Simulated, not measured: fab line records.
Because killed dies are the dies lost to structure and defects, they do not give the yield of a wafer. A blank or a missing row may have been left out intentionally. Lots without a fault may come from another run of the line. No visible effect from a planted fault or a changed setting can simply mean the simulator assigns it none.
Problem report, 8D (eight disciplines) form, completed by code ; flow n5_finfet ; the parts of the form that need people (team, actions taken, sign-off) are left out

## 1. WHAT IS WRONG
Wafers free of any fault read -1 nm (standard deviation 5.5) for M15_OVL at N5_BEOL_M15_OVL_MEAS_29, against a mean of 112 nm on 6 wafers of 2 lots. Measured from the usual mean, that is +21 standard deviations.
First seen on wafer L274.2, day 15 08:44, on overlay-02. The record holds 29 wafers of 11 lots with a number at this step. Rule for "out", or "out of limits": more than 4 standard deviations from the usual mean. The rest of the wafers with a number are treated as sound.

## 2. WHAT IT IS, WHAT IT ISN'T
question;is;is not
which readings at this step;M15_OVL;-
which lots;L274, L276;L262, L264, L265, L266, L267, L270, L278, L279, L285
which wafers of those lots;all that have a number;-
read on which gauges;overlay-01, overlay-02;-
when;from day 15 08:44;"up to then (16 sound wafers); but 7 sound wafers of L278, L279, L285 came after"

## 3. WHAT RULES OUT EACH SUSPECT
Counting: any tool at a process step up to the reading is kept as a suspect provided that every lot that is out went through it and no sound lot did after the first of them.
- the gauge at N5_BEOL_M15_OVL_MEAS_29 has been ruled out. The wafers that are out were read on 2 gauges (overlay-01, overlay-02).
- krf_scanner-01 at N5_BEOL_M15_EXPOSE_25 (exposes mask M15, target cd 400 nm): kept. It processed each lot that is out, first L274 at day 15 08:32, and no sound lot thereafter; up to then, the last sound lot it processed was L266 at day 14 07:33.
The count leaves krf_scanner-01 at N5_BEOL_M15_EXPOSE_25.

## 4. THE CAUSE (what the simulator had put in)
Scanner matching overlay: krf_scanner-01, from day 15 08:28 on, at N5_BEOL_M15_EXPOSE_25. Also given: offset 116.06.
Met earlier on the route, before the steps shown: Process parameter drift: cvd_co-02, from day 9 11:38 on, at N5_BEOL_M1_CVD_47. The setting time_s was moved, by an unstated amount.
This tool alone remained once counting was done.

## 5. THE CHAIN OF EFFECTS, in route order
Each row: a reading where the mean over the struck wafers with a number is more than 3 standard deviations away from the usual. Scope: only readings with a usual standard deviation given in the record; hours: median across lots of the time from each lot's start at the first step in this table that gives one to its start at this step; sigmas: change in usual standard deviations.
hours;step;reading;usual;on struck wafers;change;sigmas
0;N5_BEOL_M15_OVL_MEAS_29;M15_OVL;-1 nm;112;+113;+21

## 6. HOW IT WOULD HAVE BEEN CAUGHT EARLIER
0 hours passed between the start of the fault at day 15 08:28 and the first reading out of limits at a measuring or inspecting step in this record, taken at day 15 08:44.
An alarm limit of 4 standard deviations would not have fired on the tool readings at N5_BEOL_M15_EXPOSE_25 for which the record gives a usual standard deviation, since none of them was out on any struck wafer.
L276, from the lots that are out (2), started N5_BEOL_M15_EXPOSE_25 on krf_scanner-01 later than day 15 08:44. It would have been spared by a hold on the tool at that moment.
